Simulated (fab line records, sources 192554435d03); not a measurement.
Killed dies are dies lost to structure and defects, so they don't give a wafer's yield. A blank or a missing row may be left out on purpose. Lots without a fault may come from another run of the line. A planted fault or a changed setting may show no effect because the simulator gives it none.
Chamber matching | flow n5_finfet | N5_BEOL_M3_ETCHBACK_99 on rie_diel-02: 4 sister chambers
The step etches SiO2 in CHF3, target depth 5 nm, time 10.4 s. 4 wafers are shown with their chamber, then 12 later ones without.

WAFERS WITH THEIR CHAMBER
wafer  | chamber | drypump_motor_current_A (A)
L081.2 | 2       | 6.3
L085.1 | 1       | 5.1
L085.3 | 3       | 6.4
L085.5 | 0       | 6.4

WAFERS WITHOUT THEIR CHAMBER
wafer  | drypump_motor_current_A (A)
L090.1 | 5.1
L090.4 | 6.4
L090.5 | 5.1
L089.3 | 6.4
L089.5 | 6.3
L089.6 | 5.1
L091.2 | 6.5
L091.3 | 6.3
L091.5 | 6.4
L097.3 | 6.3
L097.4 | 6.4
L097.6 | 6.4

WHICH CHAMBER EACH WENT THROUGH
wafer  | from the rows above     | in truth
L090.1 | 1                       | 1
L090.4 | can't be placed: 0 or 3 | 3
L090.5 | 1                       | 1
L089.3 | can't be placed: 0 or 3 | 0
L089.5 | 2                       | 2
L089.6 | 1                       | 1
L091.2 | can't be placed: 0 or 3 | 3
L091.3 | 2                       | 2
L091.5 | can't be placed: 0 or 3 | 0
L097.3 | 2                       | 2
L097.4 | can't be placed: 0 or 3 | 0
L097.6 | can't be placed: 0 or 3 | 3
Placed correctly: 6 of 12. Can't be placed from these rows: 6 (the true chamber is among the candidates in 6). Placed wrongly: 0.
How it was worked out, from the rows above alone: a wafer's distance from a chamber is the root of the sum, over the readings, of the square of ((its reading less the chamber's mean) divided by the reading's scatter). The wafer belongs to the nearest chamber; if the next one is less than 2 further off, it can't be placed. A chamber's mean is the mean of its shown wafers. The scatter: with one shown wafer a chamber, the root of the mean of the squares of how far each hidden wafer lies from its nearest shown one.
